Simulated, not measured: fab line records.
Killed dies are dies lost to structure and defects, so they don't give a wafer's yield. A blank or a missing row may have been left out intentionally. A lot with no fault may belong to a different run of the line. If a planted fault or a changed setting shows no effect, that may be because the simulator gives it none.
Chamber matching / flow nand_harc / NHARC_A_STAIRCASE_ETCH_444 on rie_diel-07: 4 sister chambers
The step etches the open film in C4F8/O2, target depth 20400 nm, time 6800 s. 8 wafers are shown with their chamber, then 9 later ones without.

EACH WAFER AND ITS CHAMBER
wafer=L077.4; chamber=2; rf_vpp_V (V)=806; bias_w (W)=998.1
wafer=L078.2; chamber=2; rf_vpp_V (V)=806; bias_w (W)=996.5
wafer=L081.4; chamber=1; rf_vpp_V (V)=805; bias_w (W)=1000.0
wafer=L084.1; chamber=3; rf_vpp_V (V)=809; bias_w (W)=998.4
wafer=L084.5; chamber=3; rf_vpp_V (V)=807; bias_w (W)=1001.9
wafer=L088.2; chamber=0; rf_vpp_V (V)=810; bias_w (W)=1003.8
wafer=L088.5; chamber=0; rf_vpp_V (V)=809; bias_w (W)=1007.7
wafer=L088.6; chamber=1; rf_vpp_V (V)=804; bias_w (W)=996.7

WAFERS WITH NO CHAMBER GIVEN
wafer=L090.1; rf_vpp_V (V)=810; bias_w (W)=999.8
wafer=L090.2; rf_vpp_V (V)=803; bias_w (W)=999.0
wafer=L090.6; rf_vpp_V (V)=811; bias_w (W)=998.4
wafer=L094.1; rf_vpp_V (V)=803; bias_w (W)=998.1
wafer=L094.3; rf_vpp_V (V)=809; bias_w (W)=1001.6
wafer=L094.4; rf_vpp_V (V)=809; bias_w (W)=1002.2
wafer=L095.2; rf_vpp_V (V)=806; bias_w (W)=997.2
wafer=L095.1; rf_vpp_V (V)=803; bias_w (W)=1001.7
wafer=L095.6; rf_vpp_V (V)=808; bias_w (W)=1000.6

EACH ONE'S CHAMBER
wafer=L090.1; from the rows above=can't be placed: 3 or 0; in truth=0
wafer=L090.2; from the rows above=can't be placed: 1 or 2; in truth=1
wafer=L090.6; from the rows above=can't be placed: 3 or 0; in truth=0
wafer=L094.1; from the rows above=can't be placed: 1 or 2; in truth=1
wafer=L094.3; from the rows above=can't be placed: 3 or 0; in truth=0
wafer=L094.4; from the rows above=can't be placed: 3 or 0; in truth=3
wafer=L095.2; from the rows above=can't be placed: 2 or 1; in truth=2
wafer=L095.1; from the rows above=can't be placed: 1 or 2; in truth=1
wafer=L095.6; from the rows above=3; in truth=3
Correct placement for 1 of the 9. These rows do not allow placing 8 (true chamber among the candidates in 8). Wrongly placed: 0.
How it was worked out, from the rows above alone: a wafer's distance from a chamber is the root of the sum, over the readings, of the square of ((its reading less the chamber's mean) divided by the reading's scatter). If the next closest chamber is less than 2 further off than the closest, the wafer can't be placed; otherwise it belongs to the closest. The mean given for a chamber averages the wafers shown for that chamber. The scatter is the square root of a quotient: the sum, over the shown wafers, of each reading's squared deviation from its chamber's mean, divided by wafers minus chambers.
